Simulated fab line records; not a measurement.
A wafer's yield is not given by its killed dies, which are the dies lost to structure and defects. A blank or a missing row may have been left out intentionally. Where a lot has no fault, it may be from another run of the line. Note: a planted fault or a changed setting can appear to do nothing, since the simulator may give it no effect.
A struck lot beside a sound one    flow n5 finfet    15 steps out of a route of 1938
Sound: the wafers L787.1, L787.4, L787.5. Struck: wafer L798.1. (L798.3, L798.5 of the same lot were not struck and are left out.) The cause comes at the end.
For every step that has rows: the tool of each side, followed by ch and its chambers, followed by its first start. Under that, the readings that differ: sound wafers    struck wafers    difference of the means    sigmas: that difference in standard deviations of wafers without a fault.
alike: readings with means less than 2 such deviations apart, plus words and numbers identical on both sides. not compared: withheld readings, readings lacking a value on some wafer, bounds such as >300 that could conceal the same value, and numbers that have no deviation in the record and whose values overlap.
Wherever a step has rows on one side only, a row that says differs or no value, or a row with sigmas, the two part there. Numbers that don't overlap but have no deviation are shown without sigmas and don't part them. Lack of a reading on every wafer of one side parts them only where that side has two or more wafers.

first, 2 steps without rows for these wafers: N5_BEOL_M12_TRENCH_ETCH_34 (etches SiOC in C4F8/O2/Ar, target depth 318.95 nm, time 125.5 s); N5_BEOL_M12_STRIP_70 (strips in C4F8/O2/Ar).
N5_BEOL_M12_OCD_MEAS_35:
  sound on ocd-02 at day 10 17:05; struck on ocd-01 at day 13 16:34
  alike: trench depth nm
N5_BEOL_M12_STRIP_37: strips in N2/H2.
  sound on plasma asher-01 ch 0,1, day 10 17:08; struck on plasma asher-02 ch 0, day 13 16:37
reading                      sound              struck  difference  sigmas
drypump motor current A (A)  5.4 5.4 5.3        6.0     +0.6        +2
heater power w (W)           357 355 374        277     -85         -2
oes product au (a.u.)        0.800 0.799 0.806  0.767   -0.035      -3
  not compared: rf hours counter h
N5_BEOL_M12_ETCH_38: etches SiCN in CF4/N2, target depth 68.7 nm, time 73.4 s.
  sound on rie diel-03 ch 0,1,3, day 10 18:47; struck on rie diel-03 ch 0, day 13 21:55
  alike: drypump motor current A, mfc ar sccm, oes product au, rf vpp V, showerhead plenum p Torr, throttle valve pct
  not compared: rf hours counter h
then, 5 steps without rows for these wafers: N5_BEOL_M12_PRECLEAN_39 (cleans in residue remover, time 60 s); N5_BEOL_M12_SRD_40 (time 30 s, dry time 30 s); N5_BEOL_M12_DEGAS_41 (time 60 s); N5_BEOL_M12_PRE_CLEAN_42 (time 30 s); N5_BEOL_M12_SPUTTER_43 (material TaN, target thk 15 nm, time 24.19 s).
N5_BEOL_M12_SPUTTER_44: material Ta, target thk 10 nm, time 16.13 s.
  sound on pvd sputter-03 at day 10 19:28; struck on pvd sputter-03 at day 13 22:24
  alike: chamber pressure pa, substrate temp c, throttle valve pct
N5_BEOL_M12_SPUTTER_45: material Cu, target thk 80 nm, time 13.33 s.
  sound on pvd sputter-03 at day 10 19:33; struck on pvd sputter-03 at day 13 22:29
  alike: chamber pressure pa, substrate temp c, throttle valve pct
N5_BEOL_M12_ECD_47: material Cu, target thk 720 nm.
  sound on ecd cu-02 ch 0,1, day 10 19:41; struck on ecd cu-02 ch 1, day 13 22:36
reading                                  sound              struck  difference  sigmas
model.Cu_of_BEOL_M12_ECD_47.thk nm (nm)  716.8 705.8 723.2  1222    +507        
N5_BEOL_M12_ANNEAL_48: time 90 s.
  sound on rtp anneal-01 ch 0, day 10 20:17; struck on rtp anneal-02 ch 0, day 13 22:44
  alike: wafer_temp_C_max
N5_PASSIVATION_PROBE_49:
  sound on prober-01 at day 12 08:35; struck on prober-02 at day 15 13:19
reading          sound  struck  difference  sigmas
killed at other  8 5 8  1       -6          -2
  alike: defect limited yield, killed_at_M0_to_M3, killed_at_M4_up, killed at contacts, killed at front end, killed dies, killed open, killed short, sort_bin_5_function, sort_bin_6_memory, sort_bin_8_speed, sort n pass, sort yield pct

WHERE THEY PART
At N5_BEOL_M12_STRIP_37 first; at N5_PASSIVATION_PROBE_49 last (within this record only).

WHY: the cause the simulator had injected
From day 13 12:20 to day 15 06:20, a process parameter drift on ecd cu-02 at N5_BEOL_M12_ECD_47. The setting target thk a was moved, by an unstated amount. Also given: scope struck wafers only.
